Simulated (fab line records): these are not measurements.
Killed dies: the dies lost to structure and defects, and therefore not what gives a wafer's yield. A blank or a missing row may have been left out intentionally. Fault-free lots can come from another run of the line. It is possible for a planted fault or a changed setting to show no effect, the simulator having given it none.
Split-lot study | flow n5 finfet | 39 wafers read across 7 lots, on a route 1938 steps long

== THE SPLIT ITSELF ==
At N5_ZERO_LAYER_PECVD_02 (deposits SiO2 from SiH4/N2O, target thk 10 nm, time 6 s), the setting time s was moved away from the recipe's 6 s on 15 of the 39 wafers read, by -51.4% to +22.2%. The other wafers ran this setting at the recipe's value.

Reading taken at the split's own step.

== THE READING ==
SiO2_of_ZERO_LAYER_PECVD_02.thk nm (the simulator's own value, which no gauge read), in nm, at N5_ZERO_LAYER_PECVD_02 (deposits SiO2 from SiH4/N2O, target thk 10 nm, time 6 s). No usual value for it is given in the file. The 24 wafers here that ran the recipe average 9.925 nm, standard deviation 0.13 nm.

wafer  | tool, chamber at the split | time s as run, s | against the recipe | SiO2_of_ZERO_LAYER_PECVD_02.thk nm, nm | against lot-mates on the recipe
L079.1 | pecvd-02, 1                | 4.204            | -29.9%             | 6.869                                  | -2.983
L079.2 | pecvd-02, 0                | 4.204            | -29.9%             | 6.734                                  | -3.118
L079.3 | pecvd-02, 2                | 6                | recipe             | 9.771                                  | -
L079.4 | pecvd-02, 1                | 4.204            | -29.9%             | 6.973                                  | -2.879
L079.5 | pecvd-02, 2                | 6                | recipe             | 9.887                                  | -
L079.6 | pecvd-02, 0                | 6                | recipe             | 9.899                                  | -
L080.1 | pecvd-01, 0                | 6                | recipe             | 9.875                                  | -
L080.2 | pecvd-01, 1                | 6                | recipe             | 9.864                                  | -
L080.3 | pecvd-01, 0                | 3.399            | -43.4%             | 5.817                                  | -4.042
L080.4 | pecvd-01, 1                | 3.399            | -43.4%             | 5.822                                  | -4.037
L080.5 | pecvd-01, 0                | 6                | recipe             | 9.838                                  | -
L080.6 | pecvd-01, 1                | 3.399            | -43.4%             | 5.585                                  | -4.274
L081.1 | pecvd-01, 2                | 6                | recipe             | 9.854                                  | -
L081.2 | pecvd-01, 0                | 6                | recipe             | 9.699                                  | -
L081.3 | pecvd-01, 1                | 6                | recipe             | 9.911                                  | -
L081.4 | pecvd-01, 1                | 6                | recipe             | 10.06                                  | -
L081.5 | pecvd-01, 2                | 6                | recipe             | 10.18                                  | -
L081.6 | pecvd-01, 0                | 6                | recipe             | 10.1                                   | -
L084.1 | pecvd-01, 2                | 6                | recipe             | 10.11                                  | -
L084.2 | pecvd-01, 0                | 2.916            | -51.4%             | 4.931                                  | -5.162
L084.3 | pecvd-01, 1                | 6                | recipe             | 10.02                                  | -
L084.4 | pecvd-01, 0                | 6                | recipe             | 10.15                                  | -
L084.5 | pecvd-01, 2                | 2.916            | -51.4%             | 4.96                                   | -5.133
L084.6 | pecvd-01, 1                | 2.916            | -51.4%             | 4.827                                  | -5.266
L089.1 | pecvd-01, 1                | 6                | recipe             | 9.875                                  | -
L089.2 | pecvd-01, 1                | 7.04             | +17.3%             | 11.79                                  | +1.844
L089.3 | pecvd-01, 1                | 7.04             | +17.3%             | 11.73                                  | +1.784
L089.4 | pecvd-01, 1                | 6                | recipe             | 10.01                                  | -
L089.5 | pecvd-01, 1                | 7.04             | +17.3%             | 11.69                                  | +1.744
L089.6 | pecvd-01, 1                | 6                | recipe             | 9.953                                  | -
L090.1 | pecvd-02, 2                | 6                | recipe             | 9.94                                   | -
L090.2 | pecvd-02, 0                | 6                | recipe             | 9.704                                  | -
L090.3 | pecvd-02, 1                | 6                | recipe             | 9.723                                  | -
L095.1 | pecvd-01, 1                | 6                | recipe             | 9.918                                  | -
L095.2 | pecvd-01, 2                | 7.335            | +22.2%             | 12.08                                  | +2.151
L095.3 | pecvd-01, 0                | 6                | recipe             | 9.85                                   | -
L095.4 | pecvd-01, 2                | 6                | recipe             | 10.02                                  | -
L095.5 | pecvd-01, 1                | 7.335            | +22.2%             | 12.29                                  | +2.361
L095.6 | pecvd-01, 0                | 7.335            | +22.2%             | 12.26                                  | +2.331

THE FIT
A straight line over all 39 wafers: SiO2_of_ZERO_LAYER_PECVD_02.thk nm changes by +0.099 nm for each +1% of time s; r = +1.00; the points scatter about the line by 0.13 nm.
The same after taking each lot's own level away (the mean of its wafers on the recipe; 39 wafers): +0.0995 nm for each +1%; r = +1.00; scatter 0.11 nm.
The reading moves by 5.1 nm for the largest change in time s, on that fit.
Measured against the standard deviation above, the lots' own levels, which go from 9.7890 to 10.0933 nm, span 2.3 times it.
Consequently the slope shifts little with the lot-to-lot level, the two slopes agreeing.
Check: -5.08 nm against its lot-mates is what the line predicts for one of the wafers moved furthest among these (-51.4%) when that wafer is left out of the fit. It came out at -5.16 nm against them.

== THE FILE'S OWN FIT ==
SiO2_of_ZERO_LAYER_PECVD_02.thk nm changes by +0.0992 nm for each +1% of time s, r = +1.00.
